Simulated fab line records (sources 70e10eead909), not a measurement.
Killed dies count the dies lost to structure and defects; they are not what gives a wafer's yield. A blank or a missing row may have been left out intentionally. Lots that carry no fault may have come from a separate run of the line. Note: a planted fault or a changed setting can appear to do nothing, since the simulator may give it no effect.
fab line records -- flow nand-harc
[record] lots = 11, wafers = 31, last-day = 34
route steps=1302 shown A_SGD_CUT@907 A_SLIT@922 END@1302
lots untouched by any fault: they come from a run of this same line in which no faults occurred
start-h: the number of hours between the record's first day and the start of the first shown wafer of the lot -- wait-h: how many hours have passed since the lot's step before this one -- " unchanged from the row above -- L1.1+2: a single row standing in for several wafers -- - value missing, or start not given -- * or withheld: withheld -- < > ~ a bound
route shown NAME@n: a module of which the file shows steps, and the number in the route of the first -- usual: mean/standard deviation taken from wafers without a fault -- same: alike in all rows -- chamber/n: place in a boat -- sites: per-site readings -- _std_site: standard deviation across them -- _edge_site: the outer-site mean with the inner-site mean subtracted -- radius-mm: how far each site lies from the wafer's centre -- mask NAME#n: copy n -- behind: the most recent tool/chamber to have shaped the wafer -- hold: cause of the lot's hold/its duration in hours/its outcome -- device: the transistor (n, p or np) that didn't switch -- end of line: tests run on the same wafers once the route is complete -- a step with no rows: only its recipe -- killed: at the first sort, the dies lost to defects and structure; wafer yield is something else -- map: a wafer's dies, marking killed ones x, the rest . and places with no die _
set.NAME: the setting as run; set.NAME@STEP: as run at that earlier step -- model.NAME: the simulator's own value behind a step, which no gauge read
the route's steps for a sample of lots (tables are steps, rows are wafers)
services: from which hour (start-h, from the record's first day; less than 0 if before it) a tool's chamber was out of use, for how many hours, and why
[[steps]]
[step NHARC_A_SGD_CUT_ETCH_15]
[recipe] target-depth-a = 750, time-s = 64.3, ch3f-flow-sccm = 50, o2-flow-sccm = 30, ar-flow-sccm = 200, rf-w = 500, bias-w = 100, chemistry = CH3F/O2
[usual] ch3f-flow-sccm = 49.98/0.14, chamber-pressure-mTorr = 25.002/0.022, drypump-motor-current-A = 5.5/0.32, mfc-ar-sccm = 200.0/0.62, oes-product-au = 0.963/0.024, rf-vpp-V = 263.2/1.6, showerhead-plenum-p-Torr = 2.42/0.094, throttle-valve-pct = 20.662/0.0099
lot.wafer,tool,chamber,start-h,wait-h,ch3f-flow-sccm,chamber-pressure-mTorr,drypump-motor-current-A,mfc-ar-sccm,oes-product-au,rf-hours-counter-h,rf-vpp-V,showerhead-plenum-p-Torr,throttle-valve-pct
L481.1,rie-diel-10,3,-,-,49.80,24.989,5.3,200.5,0.971,2,262.5,2.36,20.667
L481.2,rie-diel-10,1,-,-,50.09,24.980,5.6,199.6,0.967,1,261.2,2.29,20.652
L481.6,rie-diel-10,2,-,-,49.91,24.999,5.4,200.7,0.968,-,263.6,2.42,20.664
L484.3,rie-diel-13,0,-,-,49.97,25.026,5.1,199.0,0.936,6,261.2,2.30,20.660
L484.4,rie-diel-13,0,-,-,49.79,24.999,5.1,199.9,0.945,-,260.8,2.30,20.658
L484.6,rie-diel-13,3,-,-,50.06,25.001,5.8,200.0,0.945,-,265.3,2.49,20.686
L486.4,rie-diel-05,1,-,-,50.21,25.005,5.5,199.9,1.000,7,261.5,2.34,20.673
L486.3,rie-diel-05,2,-,-,50.01,25.038,6.2,199.0,0.984,7,262.0,2.35,20.663
L486.5,rie-diel-05,3,-,-,50.08,24.962,5.6,199.4,0.962,-,264.7,2.50,20.650
L490.5,rie-diel-10,1,-,-,49.74,24.997,5.6,201.2,0.979,-,261.3,2.29,20.666
L492.3,rie-diel-10,0,-,-,49.87,25.001,5.9,200.7,0.981,9,263.7,2.42,20.666
L492.4,rie-diel-10,1,-,-,49.94,24.980,5.6,201.4,0.973,7,262.0,2.29,20.667
L492.5,rie-diel-10,3,-,-,49.94,24.997,5.2,200.6,0.959,-,262.8,2.35,20.665
L497.2,rie-diel-13,0,-,-,49.96,25.033,5.1,200.2,0.971,3,261.6,2.30,20.681
L497.1,rie-diel-13,2,-,-,49.85,24.985,5.1,199.9,0.951,2,265.3,2.60,20.652
L497.5,rie-diel-13,0,-,-,49.89,25.011,5.1,200.3,0.966,-,262.1,2.30,20.669
L499.1,rie-diel-13,3,-,-,49.98,24.997,5.8,199.7,0.901,4,265.2,2.49,20.673
L499.3,rie-diel-13,1,-,-,49.92,24.992,4.8,198.6,0.905,4,264.8,2.54,20.667
L499.6,rie-diel-13,0,-,-,50.15,25.004,5.1,199.5,0.917,-,260.9,2.30,20.667
L500.1,rie-diel-10,3,-,-,50.05,24.979,5.2,200.2,0.964,2,261.5,2.35,20.657
L500.4,rie-diel-10,0,-,-,50.11,25.005,5.9,199.3,0.963,1,263.6,2.42,20.665
L500.5,rie-diel-10,2,-,-,49.71,24.999,5.4,199.7,0.994,-,262.3,2.42,20.662
L501.3,rie-diel-10,2,-,-,49.74,24.977,5.5,199.9,0.996,3,263.2,2.42,20.652
L501.1,rie-diel-10,3,-,-,50.27,24.995,5.3,198.9,0.940,2,261.8,2.35,20.657
L501.6,rie-diel-10,2,-,-,49.99,25.001,5.4,199.7,0.995,-,263.7,2.42,20.667
L502.4,rie-diel-10,2,-,-,49.97,25.000,5.4,200.1,0.978,5,263.5,2.42,20.654
L502.2,rie-diel-10,0,-,-,49.97,25.034,5.9,200.8,0.981,4,263.1,2.42,20.677
L502.6,rie-diel-10,3,-,-,50.08,24.980,5.2,200.6,0.964,-,262.4,2.35,20.668
L503.1,rie-diel-10,1,-,-,49.98,24.992,5.6,199.3,0.968,5,260.9,2.29,20.650
L503.3,rie-diel-10,0,-,-,50.07,24.984,5.9,199.9,0.959,5,264.2,2.42,20.658
L503.5,rie-diel-10,2,-,-,50.08,25.036,5.4,200.8,0.991,-,263.8,2.42,20.638
[step NHARC_A_SLIT_DEP_25]
[recipe] target-thk-a = 2000, temp-c = 400, pressure-torr = 6.5, rf-w = 900, teos-flow-sccm = 161.4, flow-sccm = 2650, target-thk-nm = 200, gas = O2, material = SiO2
[usual] heater-power-outer-w = 329/70, heater-power-w = 573/93, throttle-valve-pct = 15.9/0.5
lot.wafer,tool,chamber,start-h,wait-h,heater-power-outer-w,heater-power-w,throttle-valve-pct
L481.2,pecvd-03,2,456.64,0.1,250,499,15.5
L481.1,pecvd-03,1,456.64,0.1,370,606,16.8
L481.6,pecvd-03,1,456.64,0.1,396,622,16.7
L484.4,pecvd-03,2,483.34,0.2,287,525,15.4
L484.3,pecvd-03,1,483.34,0.2,361,565,16.9
L484.6,pecvd-03,2,483.34,0.2,295,562,15.4
L486.3,pecvd-02,2,497.19,0.2,448,717,15.1
L486.4,pecvd-02,1,497.19,0.2,365,636,15.9
L486.5,pecvd-02,2,497.19,0.2,453,731,15.4
L490.5,pecvd-02,2,554.51,0.2,408,669,15.7
L492.3,pecvd-03,2,564.59,0.1,279,509,15.2
L492.4,pecvd-03,0,564.59,0.1,318,568,16.1
L492.5,pecvd-03,2,564.59,0.1,290,526,15.5
L497.1,pecvd-03,1,596.78,0.1,382,636,16.7
L497.2,pecvd-03,2,596.78,0.1,347,604,15.5
L497.5,pecvd-03,2,596.78,0.1,346,608,15.4
L499.3,pecvd-03,1,631.44,0.3,302,525,16.4
L499.1,pecvd-03,0,631.44,0.3,235,464,15.9
L499.6,pecvd-03,2,631.44,0.3,363,640,15.8
L500.1,pecvd-03,2,640.75,0.1,316,558,15.7
L500.4,pecvd-03,2,640.75,0.1,314,586,15.8
L500.5,pecvd-03,0,640.75,0.1,269,490,16.3
L501.3,pecvd-04,0,650.71,0.1,401,653,15.7
L501.1,pecvd-04,1,650.71,0.1,217,379,16.3
L501.6,pecvd-04,1,650.71,0.1,234,392,16.4
L502.2,pecvd-02,0,670.60,0.1,221,455,15.6
L502.6,pecvd-02,2,670.60,0.1,472,768,15.3
L502.4,pecvd-02,0,670.60,0.1,227,456,15.2
L503.3,pecvd-04,1,679.41,0.1,237,401,16.4
L503.1,pecvd-04,0,679.41,0.1,403,673,15.8
L503.5,pecvd-04,2,679.41,0.1,354,651,15.9
[step NHARC_A_SLIT_DEP_23]
[recipe] target-thk-a = 1000, target-thk-nm = 100, temp-c = 400, pressure-torr = 3.5, flow-sccm = 200, rf-w = 350, material = SiON
[usual] heater-power-outer-w = 479/66, heater-power-w = 775/91
lot.wafer,tool,chamber,start-h,wait-h,heater-power-outer-w,heater-power-w
L481.1,pecvd-03,1,462.38,3.2,493,769
L481.2,pecvd-03,2,462.38,3.2,484,818
L481.6,pecvd-03,1,462.38,3.2,498,774
L484.3,pecvd-03,1,489.58,2.0,437,730
L484.4,pecvd-03,2,489.58,2.0,466,772
L484.6,pecvd-03,2,489.58,2.0,475,806
L486.4,pecvd-02,1,503.88,1.6,485,795
L486.3,pecvd-02,2,503.88,1.6,541,876
L486.5,pecvd-02,1,503.88,1.6,486,771
L490.5,pecvd-02,2,558.60,0.8,605,927
L492.3,pecvd-03,2,568.68,1.9,480,776
L492.5,pecvd-03,2,568.68,1.9,473,793
L492.4,pecvd-03,0,568.68,1.9,475,777
L497.2,pecvd-04,1,601.83,2.5,339,522
L497.1,pecvd-04,2,601.83,2.5,434,771
L497.5,pecvd-04,2,601.83,2.5,448,788
L499.3,pecvd-03,2,636.18,1.9,447,722
L499.1,pecvd-03,1,636.18,1.9,544,863
L499.6,pecvd-03,0,636.18,1.9,468,746
L500.1,pecvd-04,0,646.00,3.2,465,757
L500.5,pecvd-04,2,646.00,3.2,488,813
L500.4,pecvd-04,0,646.00,3.2,482,780
L501.3,pecvd-02,1,655.06,2.0,437,702
L501.1,pecvd-02,2,655.06,2.0,549,880
L501.6,pecvd-02,0,655.06,2.0,410,716
L502.2,pecvd-03,2,678.98,2.6,515,831
L502.6,pecvd-03,1,678.98,2.6,449,750
L502.4,pecvd-03,0,678.98,2.6,452,723
L503.1,pecvd-02,0,683.50,3.1,349,627
L503.3,pecvd-02,1,683.50,3.1,550,876
L503.5,pecvd-02,2,683.50,3.1,557,916
[step NHARC_A_SLIT_INSPECT_11]
[usual] raw-defect-count = 55/29
lot.wafer,tool,chamber,start-h,wait-h,hold,raw-defect-count
L481.1,defect-inspect-02,-,463.15,0.0,-,64
L481.2,defect-inspect-02,-,463.15,0.0,-,77
L481.6,defect-inspect-02,-,463.15,0.0,-,60
L484.3,defect-inspect-01,-,490.26,0.0,-,74
L484.4,defect-inspect-01,-,490.26,0.0,-,65
L484.6,defect-inspect-01,-,490.26,0.0,-,77
L486.3,defect-inspect-01,-,504.68,0.0,-,113
L486.4,defect-inspect-01,-,504.68,0.0,-,125
L486.5,defect-inspect-01,-,504.68,0.0,-,98
L490.5,defect-inspect-01,-,559.26,0.0,await-dispo/0.2h/release,334
L490.5,defect-inspect-01,-,559.43,0.2,-,338
L492.3,defect-inspect-02,-,569.45,0.0,-,69
L492.4,defect-inspect-02,-,569.45,0.0,-,69
L492.5,defect-inspect-02,-,569.45,0.0,-,53
L497.1,defect-inspect-01,-,602.64,0.0,-,18
L497.2,defect-inspect-01,-,602.64,0.0,-,11
L497.5,defect-inspect-01,-,602.64,0.0,-,21
L499.1,defect-inspect-01,-,636.99,0.0,-,26
L499.3,defect-inspect-01,-,636.99,0.0,-,32
L499.6,defect-inspect-01,-,636.99,0.0,-,21
L500.1,defect-inspect-02,-,646.62,0.0,-,54
L500.4,defect-inspect-02,-,646.62,0.0,-,67
L500.5,defect-inspect-02,-,646.62,0.0,-,63
L501.1,defect-inspect-02,-,655.84,0.0,-,19
L501.3,defect-inspect-02,-,655.84,0.0,-,25
L501.6,defect-inspect-02,-,655.84,0.0,-,33
L502.2,defect-inspect-01,-,679.63,0.0,-,13
L502.4,defect-inspect-01,-,679.63,0.0,-,9
L502.6,defect-inspect-01,-,679.63,0.0,-,12
L503.1,defect-inspect-02,-,684.30,0.0,-,77
L503.3,defect-inspect-02,-,684.30,0.0,-,88
L503.5,defect-inspect-02,-,684.30,0.0,-,70
[step NHARC_A_SLIT_ETCH_29]
[recipe] target-depth-a = 1000, overetch-a = 100, time-s = 55, ion-energy-ev = 100, cf4-flow-sccm = 80, o2-flow-sccm = 20, ar-flow-sccm = 0, rf-w = 300, bias-w = 100, chemistry = CF4/O2
[usual] chamber-pressure-mTorr = 30.003/0.025, drypump-motor-current-A = 5.8/0.55, mfc-ar-sccm = 0.004/0.0064, oes-product-au = 0.999/0.012, rf-vpp-V = 197.4/1.3, showerhead-plenum-p-Torr = 1.32/0.05, throttle-valve-pct = 13.397/0.0087
lot.wafer,tool,chamber,start-h,wait-h,chamber-pressure-mTorr,drypump-motor-current-A,mfc-ar-sccm,oes-product-au,rf-hours-counter-h,rf-vpp-V,showerhead-plenum-p-Torr,throttle-valve-pct
L481.1,rie-diel-04,2,468.98,0.1,30.014,5.8,0,0.996,8,199.3,1.38,13.401
L481.2,rie-diel-04,3,468.98,0.1,30.006,5.0,0,0.972,8,197.1,1.32,13.406
L481.6,rie-diel-04,0,468.98,0.1,29.986,6.2,0,0.999,-,198.3,1.36,13.398
L484.3,rie-diel-04,3,496.07,0.1,29.998,5.0,0,0.987,9,197.2,1.32,13.406
L484.4,rie-diel-04,2,496.07,0.1,29.984,5.8,0,1.015,9,198.1,1.38,13.394
L484.6,rie-diel-04,0,496.07,0.1,29.988,6.2,0,1.003,-,198.9,1.37,13.404
L486.3,rie-diel-09,1,510.50,0.1,29.997,5.7,0.017,0.993,0,195.5,1.24,13.395
L486.4,rie-diel-09,0,510.50,0.1,29.969,5.7,0,0.982,0,195.0,1.29,13.406
L486.5,rie-diel-09,2,510.50,0.1,29.987,5.0,0,0.981,-,197.1,1.30,13.402
L492.3,rie-diel-09,1,575.24,0.1,29.939,5.8,0.017,1.004,2,196.2,1.24,13.396
L492.4,rie-diel-09,0,575.24,0.1,30.058,5.6,0,1.013,1,197.4,1.29,13.410
L492.5,rie-diel-09,2,575.24,0.1,29.999,5.0,0,0.990,-,198.6,1.30,13.403
L490.5,rie-diel-02,3,579.82,0.1,29.969,5.9,0,1.007,-,200.0,1.40,13.408
L497.1,rie-diel-04,3,608.71,0.1,29.999,5.1,0,0.993,3,197.9,1.32,13.386
L497.2,rie-diel-04,1,608.71,0.1,29.986,5.7,0,1.029,5,196.5,1.30,13.398
L497.5,rie-diel-04,2,608.71,0.1,30.009,5.8,0,1.000,-,198.2,1.38,13.406
L499.3,rie-diel-09,0,643.15,0.1,30.035,5.6,0,0.982,6,197.3,1.28,13.404
L499.1,rie-diel-09,1,643.15,0.1,30.008,5.8,0.017,0.999,6,196.1,1.24,13.393
L499.6,rie-diel-09,1,643.15,0.1,29.995,5.8,0.017,1.011,-,194.1,1.24,13.392
L500.4,rie-diel-02,3,652.47,0.1,29.999,6.0,0,1.004,4,197.8,1.40,13.400
L500.1,rie-diel-02,0,652.47,0.1,29.995,5.3,0.008,1.017,4,199.7,1.40,13.398
L500.5,rie-diel-02,0,652.47,0.1,29.984,5.3,0.008,1.020,-,198.1,1.40,13.387
L501.3,rie-diel-04,1,661.68,0.1,30.003,5.7,0,1.023,7,197.1,1.30,13.388
L501.1,rie-diel-04,3,661.68,0.1,30.029,5.0,0,1.001,6,197.1,1.31,13.404
L501.6,rie-diel-04,0,661.68,0.1,29.992,6.2,0,0.995,-,197.4,1.36,13.396
L502.2,rie-diel-09,3,685.44,0.1,30.005,6.8,0.013,1.012,0,198.3,1.35,13.385
L502.4,rie-diel-09,0,685.44,0.1,29.961,5.7,0,1.002,0,196.6,1.28,13.378
L502.6,rie-diel-09,1,685.44,0.1,30.017,5.8,0.017,0.991,-,197.1,1.24,13.412
L503.3,rie-diel-02,2,691.70,0.1,30.050,6.6,0.012,0.998,7,198.0,1.32,13.393
L503.1,rie-diel-02,0,691.70,0.1,29.987,5.3,0.008,1.023,6,199.0,1.40,13.393
L503.5,rie-diel-02,1,691.70,0.1,30.004,6.7,0,0.994,-,195.8,1.24,13.386
[step NHARC_END_SORT_01]
[recipe] temp-c = 25
[usual] killed-at-array = 57/21, killed-at-other = 0.9/1.2, killed-at-periphery = 4.2/2.9, killed-dies = 62/21, killed-open = 3.2/1.8, killed-short = 2.4/1.5
[same] gross-dies = 677
lot.wafer,tool,chamber,start-h,wait-h,killed-at-array,killed-at-other,killed-at-periphery,killed-dies,killed-open,killed-short
L490.5,prober-01,0,707.71,3.7,134,0,0,134,1,1
// killed by level:class
L490.5 A_SLIT:unspecified=69 A_CHANNEL_HOLE_D1:chamber-film-flake=37 A_SLIT:chamber-film-flake=20 A_STAIRCASE:chamber-film-flake=2 A_CHANNEL_HOLE_D1:geometric-particle:short=1 A_M1:geometric-particle:open=1 A_CHANNEL_FILL_D2:chamber-film-flake=1 A_DECK1_JOINT:chamber-film-flake=1
[[services]]
tool,chamber,start-h,hours,kind
rie-diel-09,1,426.40,12.0,repair
rie-diel-10,2,433.13,7.3,repair
pecvd-04,2,443.61,13.2,repair
pecvd-04,-,450.12,13.0,pm
rie-diel-10,2,455.14,9.8,repair
rie-diel-09,3,458.37,10.4,repair
rie-diel-10,-,468.31,0.4,repair
rie-diel-09,3,471.46,5.5,repair
rie-diel-10,1,481.70,7.3,repair
rie-diel-09,3,484.33,11.9,repair
pecvd-02,0,497.06,12.6,repair
rie-diel-09,-,497.59,9.0,pm
pecvd-04,2,513.78,3.5,repair
rie-diel-09,-,531.29,6.0,repair
rie-diel-04,-,531.90,9.0,pm
pecvd-02,-,535.39,1.4,repair
pecvd-03,-,547.09,13.0,pm
pecvd-02,-,571.25,1.3,repair
pecvd-02,-,589.12,13.0,pm
rie-diel-10,-,596.56,9.0,pm
pecvd-03,2,610.59,5.0,repair
pecvd-03,1,638.90,6.7,repair
pecvd-03,1,668.18,3.3,repair
rie-diel-10,-,669.69,1.9,repair
[[key]]
[first-sign] step = NHARC_A_SLIT_INSPECT_11, reading = visit, direction = added
[effect] step = NHARC_A_SLIT_INSPECT_11, reading = raw-defect-count, direction = up, sigmas = 9.6, usual = 55, struck = 334
[effect] step = NHARC_END_SORT_01, reading = killed-at-array, direction = up, sigmas = 3.7, usual = 57, struck = 134
[more-kills-born-at] NHARC_A_SLIT_DEP_23@pecvd-02 = 69
met-at NHARC_A_SLIT_DEP_23
struck-lots L490
struck-wafers L490.5
tester-left-out L490
not-acting-at NHARC_A_SGD_CUT_ETCH_15,NHARC_A_SLIT_DEP_25,NHARC_A_SLIT_ETCH_29
onset-between 503.88 558.60
[fault] kind = chamber-particle-source, tool = pecvd-02, chamber = 2, onset-h = 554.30, steps = NHARC_A_SLIT_DEP_23, rate-per-visit-cm2 = 0.44196, end-h = 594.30
// tester-left-out: of these lots the tester's yield and bins aren't shown, on N5 and GAA mostly nor the transistor test; their killed dies are dies lost to structure and defects alone, not to doping, threshold or leakage, so they don't give the yield
